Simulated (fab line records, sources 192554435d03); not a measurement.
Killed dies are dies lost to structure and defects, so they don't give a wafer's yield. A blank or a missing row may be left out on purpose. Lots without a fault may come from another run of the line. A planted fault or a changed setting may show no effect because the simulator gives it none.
fab line records | flow n5_finfet
record lots=11 wafers=32 last_day=19
route steps=1938 shown BEOL_M14@1748 PASSIVATION@1936
lots that met no fault: from a run of the same line without faults
start_h: hours from the record's first day to the start of the lot's first wafer shown | wait_h: hours since the lot's step before | " the same as in the row above | L1.1+2: a row that stands for several wafers | - no value, or no start given | * or withheld: withheld | < > ~ a bound
route shown NAME@n: a module of which the file shows steps, and the number in the route of the first | usual: mean/standard deviation of fault-free wafers | same: alike in all rows | chamber/n: place in a boat | sites: the reading at each site | _std_site: their standard deviation | _edge_site: outer sites' mean less inner sites' | radius_mm: how far each site lies from the wafer's centre | mask NAME#n: copy n | behind: the tool/chamber that last shaped the wafer | hold: why the lot was held/for how many hours/how that ended | device: the transistor (n, p or np) that didn't switch | end of line: the same wafers' tests at the end of the route | a step without rows: its recipe alone | killed: dies lost to structure and defects at the first sort, not the wafer's yield | map: a wafer's dies, x killed, . not, _ none there
set.NAME: the setting as run; set.NAME@STEP: as run at that earlier step | model.NAME: the simulator's own value behind a step, which no gauge read
steps of the route over a sample of lots; a table a step, a row a wafer
services: from which hour (start_h, from the record's first day; less than 0 if before it) a tool's chamber was out of use, for how many hours, and why
## steps
# step N5_BEOL_M14_INSPECT_30
# recipe mode=adi inspect_instrument=macro
# usual raw_defect_count=2.2/1.6
# columns lot.wafer tool chamber start_h wait_h raw_defect_count
L132.1 defect_inspect-02 - 245.50 0.0 1
L132.2 " - " " 1
L132.6 " - " " 0
L133.2 defect_inspect-02 - 274.64 0.0 1
L133.3 " - " " 1
L133.5 " - " " 1
L137.1 defect_inspect-02 - 280.73 0.0 2
L137.3 " - " " 3
L137.4 " - " " 0
L136.3 defect_inspect-02 - 281.66 0.0 2
L136.4 " - " " 2
L136.6 " - " " 5
L138.3 defect_inspect-01 - 322.45 0.0 4
L138.4 " - " " 2
L138.5 " - " " 4
L143.1 defect_inspect-02 - 322.71 0.0 1
L143.6 " - " " 2
L146.1 defect_inspect-01 - 362.73 0.0 2
L146.3 " - " " 3
L146.5 " - " " 4
L149.2 defect_inspect-01 - 366.20 0.0 4
L149.4 " - " " 0
L149.5 " - " " 2
L150.1 defect_inspect-01 - 395.07 0.0 2
L150.2 " - " " 2
L150.3 " - " " 5
L152.2 defect_inspect-01 - 406.80 0.0 3
L152.3 " - " " 5
L152.4 " - " " 1
L155.2 defect_inspect-02 - 421.23 0.0 0
L155.4 " - " " 4
L155.6 " - " " 4
# step N5_BEOL_M14_OCD_MEAS_35
# usual trench_depth_nm=559/16
# columns lot.wafer tool chamber start_h wait_h trench_depth_nm
L132.1 ocd-01 - 246.29 0.0 578
L132.2 " - " " 559
L132.6 " - " " 562
L133.2 ocd-02 - 275.28 0.0 556
L133.3 " - " " 520
L133.5 " - " " 523
L137.1 ocd-02 - 281.38 0.0 590
L137.3 " - " " 562
L137.4 " - " " 574
L136.3 ocd-02 - 282.48 0.0 562
L136.4 " - " " 538
L136.6 " - " " 564
L138.3 ocd-01 - 323.10 0.0 556
L138.4 " - " " 571
L138.5 " - " " 562
L143.1 ocd-02 - 323.48 0.0 559
L143.6 " - " " 548
L146.1 ocd-01 - 363.57 0.0 568
L146.3 " - " " 548
L146.5 " - " " 568
L149.2 ocd-01 - 366.91 0.0 575
L149.4 " - " " 534
L149.5 " - " " 544
L150.1 ocd-02 - 395.71 0.0 550
L150.2 " - " " 559
L150.3 " - " " 558
L152.2 ocd-02 - 407.44 0.0 573
L152.3 " - " " 545
L152.4 " - " " 573
L155.2 ocd-02 - 421.89 0.0 554
L155.4 " - " " 578
L155.6 " - " " 552
# step N5_BEOL_M14_PRE_CLEAN_42
# recipe gas=H2/He time_s=30 temp_c=300
# usual heater_power_w=478/35
# columns lot.wafer tool chamber start_h wait_h heater_power_w
L132.1 pvd_sputter-01 - 249.17 0.0 487
L132.2 " - " " 476
L132.6 " - " " 446
L133.2 pvd_sputter-02 - 276.92 0.0 451
L133.3 " - " " 484
L133.5 " - " " 447
L137.1 pvd_sputter-02 - 281.91 0.0 557
L137.3 " - " " 468
L137.4 " - " " 455
L136.3 pvd_sputter-02 - 283.97 0.0 445
L136.4 " - " " 490
L136.6 " - " " 456
L138.3 pvd_sputter-02 - 325.99 0.0 448
L138.4 " - " " 450
L138.5 " - " " 465
L143.1 pvd_sputter-02 - 326.31 0.0 565
L143.6 " - " " 564
L146.1 pvd_sputter-01 - 367.08 0.0 488
L146.3 " - " " 461
L146.5 " - " " 475
L149.2 pvd_sputter-03 - 367.34 0.0 506
L149.4 " - " " 465
L149.5 " - " " 455
L150.1 pvd_sputter-02 - 397.48 0.0 451
L150.2 " - " " 476
L150.3 " - " " 443
L152.2 pvd_sputter-03 - 409.94 0.0 494
L152.3 " - " " 459
L152.4 " - " " 471
L155.2 pvd_sputter-02 - 425.34 0.0 573
L155.4 " - " " 446
L155.6 " - " " 565
# step N5_BEOL_M14_SPUTTER_43
# recipe material=TaN target_thk_a=150 temp_c=50 bias_v=168.6 power_w=15000 chamber_pressure_pa=0.12 time_s=24.19
# usual bias_v=168.7/1.5 cathode_dc_power_W=15000/2.5 throttle_valve_pct=29.3/1.1
# columns lot.wafer tool chamber start_h wait_h bias_v cathode_dc_power_W throttle_valve_pct
L132.1 pvd_sputter-01 - 249.21 0.0 167.8 15002 29.8
L132.2 " - " " 170.5 15002 29.0
L132.6 " - " " 170.6 15000 28.5
L133.2 pvd_sputter-02 - 276.96 0.0 169.3 14997 27.1
L133.3 " - " " 170.6 14993 30.2
L133.5 " - " " 168.7 14996 26.8
L137.1 pvd_sputter-02 - 281.95 0.0 169.4 15001 28.4
L137.3 " - " " 170.7 15000 30.1
L137.4 " - " " 168.2 15002 30.4
L136.3 pvd_sputter-02 - 284.01 0.0 170.0 15003 30.6
L136.4 " - " " 169.9 14997 30.2
L136.6 " - " " 171.3 15003 30.5
L138.3 pvd_sputter-02 - 326.03 0.0 170.5 15001 26.6
L138.4 " - " " 168.1 14999 30.3
L138.5 " - " " 167.9 15003 30.4
L143.1 pvd_sputter-02 - 326.35 0.0 167.6 14997 28.7
L143.6 " - " " 168.4 15001 28.5
L146.1 pvd_sputter-01 - 367.12 0.0 169.0 15002 30.0
L146.3 " - " " 168.1 14999 29.1
L146.5 " - " " 167.6 14998 28.7
L149.2 pvd_sputter-03 - 367.38 0.0 167.9 15002 29.9
L149.4 " - " " 165.4 15000 29.2
L149.5 " - " " 167.6 15001 29.3
L150.1 pvd_sputter-02 - 397.52 0.0 168.3 15003 26.9
L150.2 " - " " 169.2 15002 30.3
L150.3 " - " " 167.1 15000 30.4
L152.2 pvd_sputter-03 - 409.98 0.0 170.6 15000 30.0
L152.3 " - " " 171.8 14999 29.4
L152.4 " - " " 169.3 15002 29.1
L155.2 pvd_sputter-02 - 425.38 0.0 171.0 15000 28.5
L155.4 " - " " 168.6 14999 26.8
L155.6 " - " " 168.7 14999 28.5
# step N5_BEOL_M14_CMP_49
# recipe stop_on=SiO2 t_overpolish_s=5.2 down_force_psi=2 platen_rpm=80 clearing_platen_down_force_psi=2 clearing_platen_rpm=80 post_cmp_clean=cu_alkaline target_thk_nm=560 clearing_platen_pad_velocity_m_s=1.5917 pad_velocity_m_s=1.5917
# usual barrier_field_endpoint_s=11.52/0.29 motor_current_A=7.6/1 slurry_flow_ml_min=150.0/0.5
# columns lot.wafer tool chamber start_h wait_h barrier_field_endpoint_s motor_current_A slurry_flow_ml_min
L132.2 cmp-02 1 249.98 0.2 11.64 7.1 150.1
L132.1 " 2 " " 12.13 5.8 150.4
L132.6 " 2 " " 12.09 6.1 150.5
L133.3 cmp-04 3 277.90 0.3 11.46 6.3 149.7
L133.2 " 1 " " 11.72 7.4 149.9
L133.5 " 2 " " 11.71 9.6 150.1
L137.1 cmp-04 2 282.75 0.3 11.27 9.5 150.0
L137.3 " 3 " " 11.28 6.4 149.4
L137.4 " 0 " " 11.22 6.8 149.5
L136.3 cmp-02 1 284.95 0.2 11.43 6.9 149.8
L136.4 " 3 " " 11.48 9.4 149.5
L136.6 " 2 " " 16.57 5.9 149.3
L138.4 cmp-01 0 326.88 0.2 10.94 8.3 149.4
L138.3 " 1 " " 11.65 7.2 150.2
L138.5 " 2 " " 16.60 8.2 151.0
L143.1 cmp-02 3 327.16 0.3 11.54 8.9 150.4
L143.6 " 2 " " 16.35 6.0 150.8
L146.1 cmp-02 0 367.98 0.3 11.79 7.4 150.1
L146.3 " 1 " " 11.08 7.5 149.9
L146.5 " 0 " " 11.39 7.5 149.9
L149.4 cmp-01 2 368.52 0.2 11.06 8.0 149.4
L149.2 " 3 " " 10.99 7.5 149.3
L149.5 " 2 " " 11.16 8.1 149.2
L150.3 cmp-01 2 398.41 0.2 11.97 8.2 150.2
L150.2 " 0 " " 11.08 8.8 150.4
L150.1 " 1 " " 11.76 7.7 150.0
L152.4 cmp-04 1 410.76 0.1 11.78 7.3 149.7
L152.2 " 3 " " 11.99 6.0 150.8
L152.3 " 0 " " 11.92 7.3 149.9
L155.2 cmp-02 0 426.25 0.3 11.94 7.7 150.2
L155.4 " 1 " " 11.38 7.3 150.2
L155.6 " 3 " " 11.58 9.0 150.7
# step N5_PASSIVATION_PROBE_49
# usual defect_limited_yield=91.3/1.4 killed_at_M0_to_M3=33/11 killed_at_M4_up=15/6.2 killed_at_contacts=13/6.5 killed_at_front_end=38/11 killed_at_other=3.4/2.6 killed_dies=102/17 killed_on_rim=13/4.1 killed_open=67/12 killed_short=34/7.9 sort_bin_4_leakage=0.00/0.022 sort_bin_5_function=5.1/0.88 sort_bin_6_memory=3.3/0.65 sort_n_pass=1078/17 sort_yield_pct=91.3/1.4
# same gross_dies=1180 killed_at_back_side=0 sort_bin_8_speed[%]=0
# columns lot.wafer tool chamber start_h wait_h defect_limited_yield[%] killed_at_M0_to_M3 killed_at_M4_up killed_at_contacts killed_at_front_end killed_at_other killed_dies killed_on_rim killed_open killed_short sort_bin_4_leakage[%] sort_bin_5_function[%] sort_bin_6_memory[%] sort_n_pass sort_yield_pct[%]
L136.3 prober-02 - 310.72 0.1 88.6 73 15 13 30 3 134 17 84 47 0 6.6 4.3 1046 88.6
L136.4 prober-02 - 310.77 0.2 89.5 53 10 20 38 3 124 16 70 51 0 5.9 4.1 1056 89.5
L136.6 prober-02 - 310.87 0.3 92.6 33 12 8 30 4 87 9 61 25 0 4.2 2.9 1093 92.6
L143.6 prober-02 - 346.91 0.3 90.3 25 29 16 43 1 114 15 82 32 0 5.3 4.1 1066 90.3
L150.1 prober-02 - 420.13 0.0 89.8 40 22 7 50 1 120 22 75 41 0.08 6.4 3.1 1059 89.7
L150.2 prober-02 - 420.18 0.1 90.3 34 20 9 47 4 114 11 66 46 0 6.1 3.1 1066 90.3
L150.3 prober-02 - 420.23 0.1 90.8 38 27 14 29 0 108 14 68 37 0 5.4 3.4 1072 90.8
# killed by level:class
L136.3 BEOL_M0_SAQP:geometric_particle:open=19 BEOL_M0_SAQP:geometric_particle:short=14 BEOL_M2:geometric_particle:open=12 MOL_CONTACT_COAG:geometric_particle:open=11 BEOL_M1:geometric_particle:open=11 BEOL_M4:geometric_particle:short=7 BEOL_M3:geometric_particle:open=6 BEOL_M4:geometric_particle:open=6
L136.4 MOL_CONTACT_COAG:geometric_particle:open=18 BEOL_M2:geometric_particle:open=13 FIN_SAQP:geometric_particle:short=8 BEOL_M0_SAQP:geometric_particle:short=7 BEOL_M0_SAQP:geometric_particle:open=6 BEOL_M2:geometric_particle:short=6 STI_FIN_REVEAL:geometric_particle:open=5 GATE_CUT:geometric_particle:short=5
L136.6 STI_FIN_REVEAL:geometric_particle:open=12 BEOL_M0_SAQP:geometric_particle:short=9 MOL_CONTACT_COAG:geometric_particle:open=7 BEOL_M0_SAQP:geometric_particle:open=7 BEOL_M2:geometric_particle:open=6 BEOL_M4:geometric_particle:open=5 BEOL_M1:geometric_particle:open=4 FIN_SAQP:geometric_particle:short=3
L143.6 BEOL_M4:geometric_particle:open=19 MOL_CONTACT_COAG:geometric_particle:open=15 BEOL_M1:geometric_particle:open=9 FIN_SAQP:geometric_particle:short=8 FIN_SAQP:geometric_particle:open=7 DUMMY_GATE:geometric_particle:open=7 GATE_CUT:geometric_particle:short=6 BEOL_M0_SAQP:geometric_particle:open=5
L150.1 BEOL_M4:geometric_particle:open=15 GATE_CUT:geometric_particle:short=13 FIN_SAQP:geometric_particle:short=11 BEOL_M0_SAQP:geometric_particle:open=11 BEOL_M2:geometric_particle:open=9 DUMMY_GATE:geometric_particle:open=8 BEOL_M3:geometric_particle:open=7 FIN_SAQP:geometric_particle:open=6
L150.2 FIN_SAQP:geometric_particle:short=17 BEOL_M4:geometric_particle:open=11 BEOL_M3:geometric_particle:open=8 FIN_SAQP:geometric_particle:open=7 BEOL_M0_SAQP:geometric_particle:short=7 MOL_CONTACT_COAG:geometric_particle:open=7 GATE_CUT:geometric_particle:short=6 DUMMY_GATE:geometric_particle:open=6
L150.3 MOL_CONTACT_COAG:geometric_particle:open=12 BEOL_M0_SAQP:geometric_particle:short=11 BEOL_M2:geometric_particle:open=9 BEOL_M0_SAQP:geometric_particle:open=6 FIN_SAQP:geometric_particle:open=5 FIN_SAQP:geometric_particle:short=5 DUMMY_GATE:geometric_particle:open=5 BEOL_M4:geometric_particle:open=5
## services
# columns tool chamber start_h hours kind
cmp-02 - 237.45 4.0 pm
cmp-02 - 241.45 - consumable_replace:conditioner
cmp-02 - 241.45 - consumable_replace:pad
cmp-02 - 246.51 0.8 repair
cmp-04 - 263.49 6.0 pm
cmp-01 - 273.51 0.9 repair
cmp-02 - 289.29 2.2 repair
cmp-01 - 318.87 1.8 repair
cmp-02 - 319.89 0.4 repair
cmp-02 - 348.41 0.5 repair
pvd_sputter-01 - 370.77 4.7 repair
cmp-02 - 373.54 8.1 pm
cmp-01 - 391.69 3.3 repair
cmp-04 - 394.69 2.8 repair
cmp-02 - 414.90 4.4 pm
cmp-02 - 424.35 1.7 repair
cmp-01 - 425.95 4.0 pm
## key
first_sign step=N5_BEOL_M14_CMP_49 reading=barrier_field_endpoint_s direction=up sigmas=17 usual=11.52 struck=16.51
effect none on later readings
met_at N5_BEOL_M14_SPUTTER_43
struck_lots L136,L138,L143
struck_wafers L136.6,L138.5,L143.6
not_acting_at N5_BEOL_M14_INSPECT_30,N5_BEOL_M14_OCD_MEAS_35,N5_BEOL_M14_PRE_CLEAN_42
onset_between 281.95 284.01
fault kind=process_parameter_drift tool=pvd_sputter-02 chamber=- onset_h=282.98 steps=N5_BEOL_M14_SPUTTER_43 channel=time_s offset=* shape=step end_h=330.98 scope=struck_wafers_only acts_in=* stated=*
